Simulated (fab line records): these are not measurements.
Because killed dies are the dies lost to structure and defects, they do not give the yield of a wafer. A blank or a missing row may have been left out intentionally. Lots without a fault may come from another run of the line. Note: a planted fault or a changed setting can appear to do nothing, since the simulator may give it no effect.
Which tool did it? -- flow nand_harc -- 24 lots with 72 wafers sampled at 6 steps, on a route of 1302 steps

WHAT THE GAUGES SHOWED, per wafer
Not one reading of a measure or inspect step in the record can be checked against a usual standard deviation.

WHAT TOOL EACH LOT RAN ON (gives the tool, then ch and the chambers of the sampled wafers, and finally the start)
lot,NHARC_A_STAIRCASE_DEP_151,NHARC_A_SGD_CUT_ETCH_59,NHARC_A_SGD_CUT_CMP_21,NHARC_A_SGD_CUT_STRIP_28,NHARC_A_SLIT_DEP_00,NHARC_A_WL_FILL_CVD_03
L074,"pecvd-04 ch 0,1, day 18 02:02","rie_diel-10 ch 1,2, day 19 17:34 or earlier","cmp-02 ch 0,3, day 19 17:34","rie_diel-10 ch 1,2,3, day 19 19:19 or earlier","acl_dep-02 ch 0, day 19 19:19","cvd_w-02 ch 0,1, day 20 13:19"
L075,"pecvd-03 ch 0,1,2, day 18 02:03","rie_diel-03 ch 0,1,2, day 19 17:38 or earlier","cmp-03 ch 0,1,2, day 19 17:38","rie_diel-05 ch 0,2,3, day 19 20:43 or earlier","acl_dep-01 ch 0, day 19 20:43","cvd_w-01 ch 0,1, day 20 15:46"
L078,"pecvd-02 ch 0,2, day 18 21:56","rie_diel-10 ch 0,1,3, day 20 13:44 or earlier","cmp-03 ch 0,1,3, day 20 13:44","rie_diel-10 ch 1,2,3, day 20 16:29 or earlier","acl_dep-01 ch 0, day 20 16:29","cvd_w-01 ch 0,1, day 21 14:33"
L077,"pecvd-03 ch 1,2, day 18 22:07","rie_diel-10 ch 1,2, day 20 13:37 or earlier","cmp-03 ch 1,2,3, day 20 13:37","rie_diel-03 ch 1,3, day 20 16:58 or earlier","acl_dep-02 ch 0, day 20 16:58","cvd_w-02 ch 0,1, day 21 10:32"
L076,"pecvd-04 ch 0,2, day 18 22:07","rie_diel-05 ch 1,2, day 20 13:40 or earlier","cmp-04 ch 0,1,2, day 20 13:40","rie_diel-05 ch 0,1,3, day 20 16:41 or earlier","acl_dep-03 ch 0, day 20 16:41","cvd_w-01 ch 0,1, day 21 10:19"
L079,"pecvd-04 ch 0,2, day 19 07:38","rie_diel-05 ch 0,2, day 21 00:24 or earlier","cmp-04 ch 0,2,3, day 21 00:24","rie_diel-03 ch 0,1,3, day 21 05:13 or earlier","acl_dep-01 ch 0, day 21 05:13","cvd_w-02 ch 0,1, day 21 23:26"
L080,"pecvd-04 ch 0,1,2, day 20 09:15","rie_diel-10 ch 1,2, day 22 06:08 or earlier","cmp-03 ch 1,2,3, day 22 06:08","rie_diel-10 ch 0,3, day 22 11:19 or earlier","acl_dep-01 ch 0, day 22 11:19","cvd_w-02 ch 0,1, day 23 13:54"
L081,"pecvd-02 ch 0,1,2, day 20 12:59","rie_diel-05 ch 1,3, day 22 06:05 or earlier","cmp-04 ch 0,1,2, day 22 06:05","rie_diel-05 ch 2,3, day 22 10:20 or earlier","acl_dep-03 ch 0, day 22 10:20","cvd_w-02 ch 0,1, day 23 05:05"
L083,"pecvd-03 ch 0,2, day 21 18:02","rie_diel-03 ch 0,2,3, day 23 11:11 or earlier","cmp-02 ch 0,1, day 23 11:11","rie_diel-05 ch 0,1,3, day 23 12:55 or earlier","acl_dep-02 ch 0, day 23 12:55","cvd_w-02 ch 0,1, day 24 06:50"
L082,"pecvd-03 ch 0,1,2, day 21 21:56","rie_diel-05 ch 0,2,3, day 23 11:14 or earlier","cmp-04 ch 0,1,3, day 23 11:14","rie_diel-03 ch 2,3, day 23 14:12 or earlier","acl_dep-01 ch 0, day 23 14:12","cvd_w-01 ch 0,1, day 24 11:41"
L085,"pecvd-04 ch 0,1, day 22 13:30","rie_diel-05 ch 1,3, day 24 07:02 or earlier","cmp-04 ch 0,2,3, day 24 07:02","rie_diel-10 ch 0,3, day 24 09:55 or earlier","acl_dep-02 ch 0, day 24 09:55","cvd_w-01 ch 0,1, day 25 03:18"
L084,"pecvd-02 ch 0,1,2, day 22 13:41","rie_diel-05 ch 0,1,3, day 24 07:02 or earlier","cmp-03 ch 0,2,3, day 24 07:02","rie_diel-05 ch 0,1,3, day 24 07:39","acl_dep-01 ch 0, day 24 11:58","cvd_w-02 ch 0,1, day 25 07:07"
L087,"pecvd-03 ch 0,1,2, day 22 19:58","rie_diel-05 ch 0,3, day 24 12:06 or earlier","cmp-04 ch 1,2,3, day 24 12:06","rie_diel-05 ch 1,2,3, day 24 14:53 or earlier","acl_dep-02 ch 0, day 24 14:53","cvd_w-02 ch 0,1, day 25 10:51"
L086,"pecvd-04 ch 0,1, day 22 19:59","rie_diel-10 ch 1,2, day 24 12:07 or earlier","cmp-02 ch 0,2,3, day 24 12:07","rie_diel-03 ch 1,2,3, day 24 14:29 or earlier","acl_dep-01 ch 0, day 24 14:29","cvd_w-01 ch 0,1, day 25 07:11"
L088,"pecvd-02 ch 1,2, day 23 23:41","rie_diel-10 ch 0,3, day 25 15:33 or earlier","cmp-03 ch 0,1,2, day 25 15:33","rie_diel-03 ch 0,2, day 25 17:29 or earlier","acl_dep-02 ch 0, day 25 17:29","cvd_w-01 ch 1, day 26 12:13"
L089,"pecvd-04 ch 0,1, day 23 23:43","rie_diel-03 ch 0,2, day 25 15:33 or earlier","cmp-04 ch 2,3, day 25 15:33","rie_diel-10 ch 0,1,3, day 25 18:26 or earlier","acl_dep-01 ch 0, day 25 18:26","cvd_w-02 ch 0, day 26 12:33"
L092,"pecvd-03 ch 0,1,2, day 24 19:11","rie_diel-05 ch 1,2,3, day 26 16:57 or earlier","cmp-03 ch 0,2,3, day 26 16:57","rie_diel-05 ch 0,1,3, day 26 22:04 or earlier","acl_dep-01 ch 0, day 26 22:04","cvd_w-01 ch 0,1, day 27 17:11"
L090,"pecvd-04 ch 0,1,2, day 24 19:11","rie_diel-10 ch 0,1,3, day 26 16:56 or earlier","cmp-02 ch 1,2,3, day 26 16:56","rie_diel-05 ch 0,1,3, day 26 23:23 or earlier","acl_dep-03 ch 0, day 26 23:23","cvd_w-01 ch 0,1, day 27 20:29"
L091,"pecvd-02 ch 1,2, day 24 19:17","rie_diel-03 ch 0,1,3, day 26 16:54 or earlier","cmp-04 ch 0,1,3, day 26 16:54","rie_diel-10 ch 0,1,3, day 26 17:33","acl_dep-02 ch 0, day 26 23:29","cvd_w-01 ch 0,1, day 27 16:55"
L093,"pecvd-04 ch 0,1,2, day 25 11:38","rie_diel-05 ch 0,1,2, day 27 06:12 or earlier","cmp-02 ch 0,2,3, day 27 06:12","rie_diel-10 ch 0,1,3, day 27 10:27 or earlier","acl_dep-02 ch 0, day 27 10:27","cvd_w-01 ch 0,1, day 28 04:36"
L095,"pecvd-02 ch 1,2, day 26 08:50","rie_diel-10 ch 0,1,2, day 28 01:23 or earlier","cmp-04 ch 0,1,2, day 28 01:23","rie_diel-05 ch 1,2,3, day 28 02:31 or earlier","acl_dep-03 ch 0, day 28 02:31","cvd_w-02 ch 0,1, day 28 21:40"
L094,"pecvd-04 ch 0,1,2, day 26 11:55","rie_diel-05 ch 1,2, day 28 01:23 or earlier","cmp-02 ch 1,3, day 28 01:23","rie_diel-10 ch 1,2,3, day 28 03:10 or earlier","acl_dep-01 ch 0, day 28 03:10","cvd_w-02 ch 0,1, day 28 21:17"
L096,"pecvd-04 ch 0,1,2, day 26 19:47","rie_diel-05 ch 0,1,3, day 28 17:24 or earlier","cmp-03 ch 1,2,3, day 28 17:24","rie_diel-10 ch 0,2, day 28 19:41 or earlier","acl_dep-01 ch 0, day 28 19:41","cvd_w-02 ch 0,1, day 29 14:20"
L097,"pecvd-02 ch 0,1,2, day 27 13:52","rie_diel-03 ch 0,1,3, day 29 08:52 or earlier","cmp-04 ch 0,1,3, day 29 08:52","rie_diel-05 ch 0,3, day 29 10:08 or earlier","acl_dep-03 ch 0, day 29 10:08","cvd_w-02 ch 0,1, day 30 04:31"
- NHARC_A_STAIRCASE_DEP_151: deposits SiO2, target thk 7200 nm.
- NHARC_A_SGD_CUT_ETCH_59: etches the open film in N2/H2, target depth 260 nm, time 406.25 s.
- NHARC_A_SGD_CUT_CMP_21: polishes, target thk 148.19 nm.
- NHARC_A_SGD_CUT_STRIP_28: strips in O2, time 20 s.
- NHARC_A_SLIT_DEP_00: deposits aC, target thk 6200 nm.
- NHARC_A_WL_FILL_CVD_03: deposits W, target thk 40 nm, time 279 s.

WHAT THE TOOLS THEMSELVES READ (means of the sampled wafers that have a number; where no wafer has one, the mark that the record gives instead)
NHARC_A_STAIRCASE_DEP_151.
lot,tool,heater_power_w (W)
L074,pecvd-04,605
L075,pecvd-03,760
L078,pecvd-02,704
L077,pecvd-03,703
L076,pecvd-04,591
L079,pecvd-04,586
L080,pecvd-04,579
L081,pecvd-02,672
L083,pecvd-03,704
L082,pecvd-03,697
L085,pecvd-04,544
L084,pecvd-02,608
L087,pecvd-03,802
L086,pecvd-04,548
L088,pecvd-02,643
L089,pecvd-04,544
L092,pecvd-03,772
L090,pecvd-04,624
L091,pecvd-02,611
L093,pecvd-04,607
L095,pecvd-02,614
L094,pecvd-04,579
L096,pecvd-04,603
L097,pecvd-02,657

NHARC_A_SGD_CUT_ETCH_59.
lot,tool,bias_w (W),drypump_motor_current_A (A),n2_flow_sccm (sccm),oes_product_au (a.u.),rf_vpp_V (V),showerhead_plenum_p_Torr (Torr),throttle_valve_pct (%)
L074,rie_diel-10,149.7,6.00,149.8,0.998,429.3,1.96,14.170
L075,rie_diel-03,149.5,5.72,149.8,1.002,431.8,2.08,14.165
L078,rie_diel-10,149.9,5.67,150.0,0.997,430.0,2.02,14.167
L077,rie_diel-10,150.0,6.01,150.2,1.000,428.9,1.96,14.168
L076,rie_diel-05,150.2,5.56,149.5,1.000,432.4,2.10,14.175
L079,rie_diel-05,150.0,5.62,149.9,0.992,433.1,2.12,14.171
L080,rie_diel-10,149.7,6.14,150.5,0.996,427.7,1.93,14.170
L081,rie_diel-05,150.6,5.43,149.8,1.002,431.2,2.05,14.168
L083,rie_diel-03,149.8,5.76,149.8,0.997,432.5,2.10,14.181
L082,rie_diel-05,149.9,5.54,150.3,0.993,432.5,2.10,14.171
L085,rie_diel-05,150.1,5.44,149.7,0.998,430.6,2.05,14.173
L084,rie_diel-05,149.8,5.48,150.2,1.002,431.2,2.07,14.173
L087,rie_diel-05,150.0,5.56,149.4,0.997,431.5,2.10,14.175
L086,rie_diel-10,150.3,6.14,150.1,0.989,427.8,1.93,14.174
L088,rie_diel-10,150.1,5.57,150.5,0.997,430.4,2.06,14.179
L089,rie_diel-03,149.9,5.89,150.5,1.000,433.3,2.13,14.181
L092,rie_diel-05,149.9,5.46,150.2,0.999,431.9,2.08,14.180
L090,rie_diel-10,149.8,5.66,150.2,0.997,430.0,2.02,14.180
L091,rie_diel-03,150.1,5.56,150.2,0.999,430.7,2.04,14.166
L093,rie_diel-05,149.8,5.53,150.1,0.991,432.7,2.10,14.171
L095,rie_diel-10,150.4,5.91,150.0,1.003,427.5,1.96,14.174
L094,rie_diel-05,149.9,5.46,150.0,0.994,431.3,2.07,14.160
L096,rie_diel-05,149.9,5.51,149.8,0.996,431.0,2.07,14.174
L097,rie_diel-03,149.9,5.59,150.3,0.995,430.5,2.03,14.171

NHARC_A_SGD_CUT_CMP_21.
lot,tool,motor_current_A (A),slurry_flow_ml_min,time_to_endpoint_s (s)
L074,cmp-02,13.1,150.2,51.1
L075,cmp-03,11.8,150.0,51.7
L078,cmp-03,11.7,150.2,50.9
L077,cmp-03,11.3,150.0,50.7
L076,cmp-04,13.8,149.9,49.1
L079,cmp-04,13.3,150.0,51.2
L080,cmp-03,11.4,149.8,47.4
L081,cmp-04,13.6,150.1,44.0
L083,cmp-02,12.2,150.2,46.3
L082,cmp-04,12.6,149.9,49.4
L085,cmp-04,13.3,150.1,52.9
L084,cmp-03,11.8,150.0,50.1
L087,cmp-04,13.6,150.0,51.5
L086,cmp-02,11.9,150.4,48.4
L088,cmp-03,11.6,149.9,46.3
L089,cmp-04,12.5,150.0,50.7
L092,cmp-03,11.7,150.5,48.0
L090,cmp-02,12.2,149.9,48.9
L091,cmp-04,12.6,150.4,52.5
L093,cmp-02,12.1,150.2,47.2
L095,cmp-04,13.8,150.2,48.4
L094,cmp-02,12.7,149.4,47.9
L096,cmp-03,11.4,150.2,50.3
L097,cmp-04,12.7,150.3,50.5

NHARC_A_SGD_CUT_STRIP_28.
lot,tool,drypump_motor_current_A (A),oes_product_au (a.u.),rf_vpp_V (V),showerhead_plenum_p_Torr (Torr),throttle_valve_pct (%)
L074,rie_diel-10,5.93,1.003,57.8,3.45,17.031
L075,rie_diel-05,5.56,1.004,57.7,3.64,17.039
L078,rie_diel-10,5.91,1.006,58.0,3.45,17.030
L077,rie_diel-03,5.54,1.016,57.7,3.42,17.043
L076,rie_diel-05,5.52,0.997,58.4,3.59,17.039
L079,rie_diel-03,5.58,1.007,57.9,3.53,17.040
L080,rie_diel-10,5.57,0.995,57.9,3.50,17.043
L081,rie_diel-05,5.48,0.990,57.8,3.61,17.029
L083,rie_diel-05,5.51,0.995,57.5,3.59,17.033
L082,rie_diel-03,5.89,0.996,57.4,3.59,17.032
L085,rie_diel-10,5.57,0.995,57.8,3.50,17.044
L084,rie_diel-05,5.50,0.993,58.0,3.58,17.029
L087,rie_diel-05,5.46,0.994,57.8,3.58,17.039
L086,rie_diel-03,5.70,1.003,57.9,3.50,17.034
L088,rie_diel-03,5.77,1.003,58.8,3.70,17.035
L089,rie_diel-10,5.69,1.002,57.5,3.49,17.035
L092,rie_diel-05,5.51,0.999,58.1,3.58,17.036
L090,rie_diel-05,5.50,0.996,58.1,3.58,17.031
L091,rie_diel-10,5.68,0.997,57.3,3.49,17.039
L093,rie_diel-10,5.67,1.002,58.7,3.49,17.035
L095,rie_diel-05,5.48,0.997,58.1,3.58,17.031
L094,rie_diel-10,5.90,0.997,57.1,3.45,17.042
L096,rie_diel-10,6.05,0.999,57.6,3.36,17.039
L097,rie_diel-05,5.50,0.997,58.6,3.59,17.041

NHARC_A_SLIT_DEP_00.
lot,tool,throttle_valve_pct (%)
L074,acl_dep-02,35.005
L075,acl_dep-01,35.005
L078,acl_dep-01,34.994
L077,acl_dep-02,35.004
L076,acl_dep-03,34.997
L079,acl_dep-01,35.007
L080,acl_dep-01,34.995
L081,acl_dep-03,34.998
L083,acl_dep-02,35.002
L082,acl_dep-01,35.001
L085,acl_dep-02,34.998
L084,acl_dep-01,35.003
L087,acl_dep-02,35.004
L086,acl_dep-01,35.004
L088,acl_dep-02,35.006
L089,acl_dep-01,35.002
L092,acl_dep-01,35.005
L090,acl_dep-03,34.997
L091,acl_dep-02,35.004
L093,acl_dep-02,34.995
L095,acl_dep-03,35.004
L094,acl_dep-01,35.017
L096,acl_dep-01,35.004
L097,acl_dep-03,35.009

NHARC_A_WL_FILL_CVD_03.
lot,tool,chamber_pressure_Torr (Torr),heater_power_w (W),throttle_valve_pct (%)
L074,cvd_w-02,40.00,452,7.7
L075,cvd_w-01,39.99,484,8.2
L078,cvd_w-01,40.01,493,7.9
L077,cvd_w-02,40.02,448,7.7
L076,cvd_w-01,40.10,499,8.1
L079,cvd_w-02,40.01,452,7.6
L080,cvd_w-02,40.09,454,7.9
L081,cvd_w-02,39.93,452,7.8
L083,cvd_w-02,39.93,451,7.8
L082,cvd_w-01,39.91,487,7.9
L085,cvd_w-01,40.00,485,8.2
L084,cvd_w-02,39.94,452,7.8
L087,cvd_w-02,40.10,448,7.8
L086,cvd_w-01,40.01,486,8.2
L088,cvd_w-01,39.97,485,7.7
L089,cvd_w-02,39.98,469,8.0
L092,cvd_w-01,40.01,492,8.0
L090,cvd_w-01,39.93,489,8.2
L091,cvd_w-01,40.09,493,8.3
L093,cvd_w-01,39.89,496,8.3
L095,cvd_w-02,40.00,440,7.7
L094,cvd_w-02,39.92,444,7.7
L096,cvd_w-02,40.00,443,7.9
L097,cvd_w-02,39.95,457,7.9

THE ANSWER, worked out from the rows above alone
Rule: the usual values come from the lots themselves. The widest of any qualifying gaps counts: lots, ordered by their means at a reading, are off when they make up no more than a third of the lots, leave a main group of 4 or more, and stand apart from it by 3 or more times the standard deviation of that group's means. Not used: any main group whose means are identical at the precision the tables above print for the reading. Also off: a lot with no number at a reading for which 4 or more lots have one. The other lots that the step has rows for count as sound. The gauges are gone through in route order, then the tools' own readings, and for those a lot's mean is taken as printed above. The first step at which some lot is off is used, and at that step the reading that is off furthest; a lot without a number counts as furthest.
No lot is off on any of the readings shown, so nothing can be concluded from this.

WHAT THE SIMULATOR PUT IN
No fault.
